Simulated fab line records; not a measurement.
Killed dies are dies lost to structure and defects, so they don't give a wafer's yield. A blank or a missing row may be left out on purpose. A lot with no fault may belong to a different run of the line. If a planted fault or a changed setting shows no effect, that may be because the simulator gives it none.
8D (eight disciplines) problem report, filled in by code    flow n5 finfet    the parts of the form that need people (team, actions taken, sign-off) are left out

== 1. WHAT IS WRONG ==
time to endpoint s at N5_BEOL_M9_CMP_52 reads a mean of 48 s on 4 wafers of 3 lots; wafers without a fault read 67 s with a standard deviation of 3.3. That is -5.8 standard deviations from the usual mean.
The step: polishes, stops on SiCOH lowk, t overpolish 7 s, target thk 140 nm.
Seen first at day 12 03:07 on cmp-04, wafer L825.4. At this step, 33 wafers from 11 lots have a number in the record. The rule behind "out" and "out of limits": a value lying over 4 standard deviations away from the usual mean. Any other wafer with a number is counted as sound.

== 2. WHAT IT IS, AND WHAT IT ISN'T ==
question                     is                              is not
which readings at this step  time to endpoint s              -
which lots                   L825, L826, L827                L816, L819, L820, L821, L831, L835, L836, L837
which wafers of those lots   L825.3, L825.4, L826.3, L827.3  L825.2, L826.1, L826.2, L827.1, L827.2
read on which tools          cmp-03, cmp-04                  cmp-02
when                         from day 12 03:07               up to then (13 sound wafers); but 16 sound wafers of L826, L827, L831, L835, L836, L837 came after

== 3. THE SUSPECTS, EACH WITH WHAT RULES IT OUT ==
Counting: a tool at a process step up to the reading stays a suspect if it ran every lot that is out. Sound lots after the first of them don't rule it out here, since some wafers of a struck lot are sound.
- ecd cu-01 at N5_BEOL_M9_ECD_50 (material Cu, target thk 318 nm): kept. Every lot that is out went through it, the first being L825 (day 12 02:40); the last sound lot it ran before that was L820 (day 11 03:39).
The count leaves ecd cu-01 at N5_BEOL_M9_ECD_50.

== 4. THE CAUSE (what the simulator had put in) ==
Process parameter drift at N5_BEOL_M9_ECD_50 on ecd cu-01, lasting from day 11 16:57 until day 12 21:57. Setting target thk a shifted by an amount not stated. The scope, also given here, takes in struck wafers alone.
The count eliminated every tool but this one.

== 5. SEQUENCE OF EFFECTS, ordered by route ==
Each row: a reading whose mean over the struck wafers that have a number lies more than 3 standard deviations from the usual. Only readings whose record carries a usual standard deviation are examined. hours: median over the lots of the time between each lot's start at the first step of this table that gives one and its start at this step. sigmas: the change, counted in usual standard deviations.
hours  step               reading             usual  on struck wafers  change  sigmas
0      N5_BEOL_M9_CMP_52  time to endpoint s  67 s   48                -19     -5.8
Its process steps:
- N5_BEOL_M9_CMP_52: polishes, stops on SiCOH lowk, t overpolish 7 s, target thk 140 nm.

== 6. HOW IT WOULD HAVE BEEN CAUGHT EARLIER ==
10 hours passed between the start of the fault at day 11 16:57 and the first reading out of limits in this record, taken at day 12 03:07.
Of the lots that are out (3), L827 began N5_BEOL_M9_ECD_50 on ecd cu-01 after day 12 03:07. Putting the tool on hold at that point would have spared it.
